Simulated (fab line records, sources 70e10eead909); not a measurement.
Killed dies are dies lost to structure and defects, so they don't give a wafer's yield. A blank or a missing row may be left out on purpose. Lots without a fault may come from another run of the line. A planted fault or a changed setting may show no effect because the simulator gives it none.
A struck lot beside a sound one | flow nand_harc | 14 steps out of a route of 1302
Sound: wafers L127.2, L127.3, L127.5. Struck: wafers L130.3, L130.4, L130.5. The cause comes at the end.
At each step with rows: each side's tool, then ch and its chambers, then its first start. Under that, the readings that differ: sound wafers | struck wafers | difference of the means | sigmas: that difference in standard deviations of wafers without a fault.
alike: readings whose means differ by less than 2 such deviations, and words and numbers that are the same on both sides. not compared: withheld readings, readings that some wafer has no value for, bounds like >300 that may hide the same value, and numbers for which the record gives no deviation and whose values overlap.
The two part at a step that has a row with sigmas, a row that says differs or no value, or rows on one side only. Numbers that don't overlap but have no deviation are shown without sigmas and don't part them. A reading that every wafer of one side lacks parts them only if that side has two wafers or more.

NHARC_A_M1_OVL_MEAS_10: pitch 240 nm.
  sound on overlay-01, day 26 05:13; struck on overlay-02, day 27 20:01
  alike: overlay_x_nm, overlay_y_nm
NHARC_A_M1_INSPECT_11:
  sound on defect_inspect-02, day 26 05:16; struck on defect_inspect-01, day 27 20:04
  alike: raw_defect_count
NHARC_A_M1_DESCUM_14: chemistry O2, time 3 s.
  sound on rie_diel-01 ch 0,1, day 26 05:20; struck on rie_diel-06 ch 2,3, day 27 20:07
  alike: drypump_motor_current_A, oes_product_au, rf_vpp_V, showerhead_plenum_p_Torr, throttle_valve_pct
  not compared: rf_hours_counter_h
then, 1 step without rows for these wafers: NHARC_A_M1_ETCH_35 (etches the open film in N2/H2, target depth 40 nm, overetch 12 nm, time 43.94 s).
NHARC_A_M1_ETCH_15: etches the open film in C4F8/Ar, target depth 182.5 nm, time 91.2 s.
  sound on rie_diel-01 ch 0,1,2; struck on rie_diel-06 ch 1,2
  alike: oes_product_au, rf_vpp_V
  not compared: rf_hours_counter_h
NHARC_A_M1_CD_MEAS_16:
  sound on cd_sem-02, day 26 05:38; struck on cd_sem-03, day 27 20:26
  alike: cd_nm
NHARC_A_M1_STRIP_18: strips in N2/H2.
  sound on rie_diel-06 ch 1,2, day 26 05:42; struck on rie_diel-01 ch 0,3, day 27 20:32
  alike: drypump_motor_current_A, oes_product_au, power_w, rf_vpp_V, showerhead_plenum_p_Torr, throttle_valve_pct
  not compared: rf_hours_counter_h
then, 2 steps without rows for these wafers: NHARC_A_M1_ETCH_28 (etches the open film in CF4/N2, target depth 30 nm, time 72.99 s); NHARC_A_M1_STRIP_19 (strips in post etch residue remover, time 600 s).
NHARC_A_M1_DEGAS_29: time 60 s.
  sound on pvd_sputter-03, day 26 06:20; struck on pvd_sputter-01, day 27 21:11
  reading              | sound                | struck | difference                    | sigmas
  susceptor_temp_C (C) | 249.85 249.94 250.21 | - - -  | no value on the struck wafers |
  alike: heater_power_w
NHARC_A_M1_PRE_CLEAN_30: time 30 s.
  sound on pvd_sputter-03; struck on pvd_sputter-01
  reading              | sound | struck               | difference                   | sigmas
  susceptor_temp_C (C) | - - - | 279.97 279.58 280.38 | no value on the sound wafers |
  alike: heater_power_w
then, 1 step without rows for these wafers: NHARC_A_M1_PVD_20 (deposits TaN, target thk 5 nm, time 8.06 s).
NHARC_A_M1_PVD_21: deposits Cu, target thk 30 nm, time 20.49 s.
  sound on pvd_sputter-03, day 26 06:34; struck on pvd_sputter-01, day 27 21:25
  no value came back on the struck wafers for cathode_dc_power_W (W), chamber_pressure_pa (Pa), throttle_valve_pct (%); on the sound wafers cathode_dc_power_W (W) reads 4998.2 5000.3 4999.8
then, 1 step without rows for these wafers: NHARC_A_M1_ECD_22 (material Cu, target thk 400 nm).

WHERE THEY PART
First at NHARC_A_M1_DEGAS_29; last, within this record, at NHARC_A_M1_PVD_21.

WHY: what the simulator had put in
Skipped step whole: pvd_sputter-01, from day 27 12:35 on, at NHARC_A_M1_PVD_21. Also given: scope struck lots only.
